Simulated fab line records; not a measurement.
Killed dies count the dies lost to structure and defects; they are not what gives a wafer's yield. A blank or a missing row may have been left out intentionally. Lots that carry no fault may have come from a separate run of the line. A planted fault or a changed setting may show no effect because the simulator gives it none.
Chamber matching :: flow n5_finfet :: 4 sister chambers for N5_MOL_CONTACT_COAG_ALD_27 on ald_sin-01
The step deposits SiOC, target thk 17 nm, pulse time 1.5 s, time 2720 s. 8 wafers are shown with their chamber, then 9 later ones without.

WAFERS WITH THEIR CHAMBER
wafer: L084.3
chamber: 3
heater_power_outer_w (W): 656
heater_power_w (W): 941

wafer: L087.2
chamber: 2
heater_power_outer_w (W): 499
heater_power_w (W): 886

wafer: L087.6
chamber: 2
heater_power_outer_w (W): 503
heater_power_w (W): 895

wafer: L089.4
chamber: 3
heater_power_outer_w (W): 663
heater_power_w (W): 965

wafer: L089.5
chamber: 1
heater_power_outer_w (W): 507
heater_power_w (W): 891

wafer: L092.1
chamber: 0
heater_power_outer_w (W): 591
heater_power_w (W): 919

wafer: L092.4
chamber: 0
heater_power_outer_w (W): 595
heater_power_w (W): 904

wafer: L092.6
chamber: 1
heater_power_outer_w (W): 510
heater_power_w (W): 887

WAFERS WHOSE CHAMBER IS MISSING
wafer: L095.1
heater_power_outer_w (W): 521
heater_power_w (W): 864

wafer: L095.3
heater_power_outer_w (W): 645
heater_power_w (W): 953

wafer: L095.5
heater_power_outer_w (W): 516
heater_power_w (W): 879

wafer: L096.1
heater_power_outer_w (W): 642
heater_power_w (W): 952

wafer: L096.2
heater_power_outer_w (W): 507
heater_power_w (W): 906

wafer: L096.5
heater_power_outer_w (W): 593
heater_power_w (W): 943

wafer: L097.1
heater_power_outer_w (W): 513
heater_power_w (W): 883

wafer: L097.2
heater_power_outer_w (W): 597
heater_power_w (W): 896

wafer: L097.4
heater_power_outer_w (W): 492
heater_power_w (W): 859

EACH ONE'S CHAMBER
wafer: L095.1
from the rows above: 1
in truth: 1

wafer: L095.3
from the rows above: 3
in truth: 3

wafer: L095.5
from the rows above: 1
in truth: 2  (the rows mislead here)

wafer: L096.1
from the rows above: 3
in truth: 3

wafer: L096.2
from the rows above: can't be placed: 1 or 2
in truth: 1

wafer: L096.5
from the rows above: 0
in truth: 0

wafer: L097.1
from the rows above: 1
in truth: 1

wafer: L097.2
from the rows above: 0
in truth: 0

wafer: L097.4
from the rows above: can't be placed: 2 or 1
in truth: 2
Correct placement for 6 of the 9. Cannot be placed on the basis of these rows: 2; the candidates contain the true chamber in 2. Number placed wrongly: 1.
How it was worked out, from the rows above alone: a wafer's distance from a chamber is the root of the sum, over the readings, of the square of ((its reading less the chamber's mean) divided by the reading's scatter). The wafer belongs to the nearest chamber; if the next one is less than 2 further off, it can't be placed. A chamber's mean is the mean of its shown wafers. The scatter: take each reading less its chamber's mean, square it, sum over the shown wafers, divide by the number of wafers less the number of chambers, and take the root.
